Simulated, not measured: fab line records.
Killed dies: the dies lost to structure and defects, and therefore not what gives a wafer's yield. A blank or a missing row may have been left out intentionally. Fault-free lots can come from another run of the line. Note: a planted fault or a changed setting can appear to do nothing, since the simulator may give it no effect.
Split-lot trial | flow n5-finfet | 21 wafers read from 7 lots, route of 1938 steps

SPLIT DETAILS
At N5_HKMG_FIN_EXPOSE_46 (exposes mask NDIPOLE), the setting dose-mj was moved away from the recipe's 40 on 6 of the 21 wafers read, by -6.3% to +3.9%. All remaining wafers had this setting at the recipe value.

FROM THE SPLIT TO THE READING: what the file shows between them, 2 steps
- N5_HKMG_FIN_PEB_47: peb time 60 s
- N5_HKMG_FIN_DEVELOP_48: develop time 30 s

THE READING
cd-nm at N5_HKMG_FIN_CD_MEAS_49, given in nm (cd target 202 nm). Fault-free wafers of this fab line usually give 202.2 nm, standard deviation 0.68 nm.

wafer  | tool, chamber at the split | dose-mj as run | against the recipe | cd-nm, nm | against lot-mates on the recipe
L074.1 | arfi-scanner-02, 0         | 40             | recipe             | 201.9     | -
L074.3 | arfi-scanner-02, 0         | 37.7           | -5.7%              | 198.4     | -3.6
L074.6 | arfi-scanner-02, 0         | 40             | recipe             | 202.1     | -
L078.1 | arfi-scanner-01, 0         | 40             | recipe             | 202.7     | -
L078.2 | arfi-scanner-01, 0         | 40             | recipe             | 202.8     | -
L078.5 | arfi-scanner-01, 0         | 40             | recipe             | 203.2     | -
L081.1 | arfi-scanner-03, 0         | 40             | recipe             | 202.0     | -
L081.2 | arfi-scanner-03, 0         | 40             | recipe             | 203.0     | -
L081.5 | arfi-scanner-03, 0         | 40             | recipe             | 201.6     | -
L088.1 | arfi-scanner-01, 0         | 41.57          | +3.9%              | 203.8     | +2.0
L088.3 | arfi-scanner-01, 0         | 40             | recipe             | 200.7     | -
L088.6 | arfi-scanner-01, 0         | 40             | recipe             | 202.9     | -
L090.1 | arfi-scanner-01, 0         | 38.55          | -3.6%              | 201.1     | -2.5
L090.2 | arfi-scanner-01, 0         | 40             | recipe             | 203.6     | -
L090.3 | arfi-scanner-01, 0         | 38.55          | -3.6%              | 200.3     | -3.3
L096.1 | arfi-scanner-03, 0         | 40             | recipe             | 202.3     | -
L096.2 | arfi-scanner-03, 0         | 41.45          | +3.6%              | 204.8     | +2.8
L096.4 | arfi-scanner-03, 0         | 40             | recipe             | 201.8     | -
L097.1 | arfi-scanner-01, 0         | 40             | recipe             | 201.1     | -
L097.5 | arfi-scanner-01, 0         | 40             | recipe             | 202.3     | -
L097.6 | arfi-scanner-01, 0         | 37.48          | -6.3%              | 197.8     | -3.9

FIT RESULTS
A straight line over all 21 wafers: cd-nm changes by +0.602 nm for each +1% of dose-mj; r = +0.89; the points scatter about the line by 0.77 nm.
The same after taking each lot's own level away (the mean of its wafers on the recipe; 21 wafers): +0.656 nm for each +1%; r = +0.95; scatter 0.55 nm.
On that fit, the largest move of dose-mj shifts the reading by 4.1 nm.
From 201.70 to 203.60 nm: that is the span of the lots' own levels, equal to 2.8 times the standard deviation above.
So the lot-to-lot level changes the slope little: the two slopes agree.
Check: for one of the wafers moved furthest among these (-6.3%), held out of the fit, the line's prediction against its lot-mates is -4.3 nm. It came out at -3.9 nm against them.

THESE WAFERS: OTHER SPLITS
Before the reading, these wafers also passed through other splits. Each is held against what the fit with the lots' levels taken away leaves over:
other split on the same wafers   | wafers away from the commonest value | r with cd-nm (lot level and that fit taken away)
N5_HKMG_FIN_HK_ALD_01 ald-cycles | 8                                    | -0.05

FILE'S OWN FIT
cd-nm changes by +0.645 nm for each +1% of dose-mj, r = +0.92.
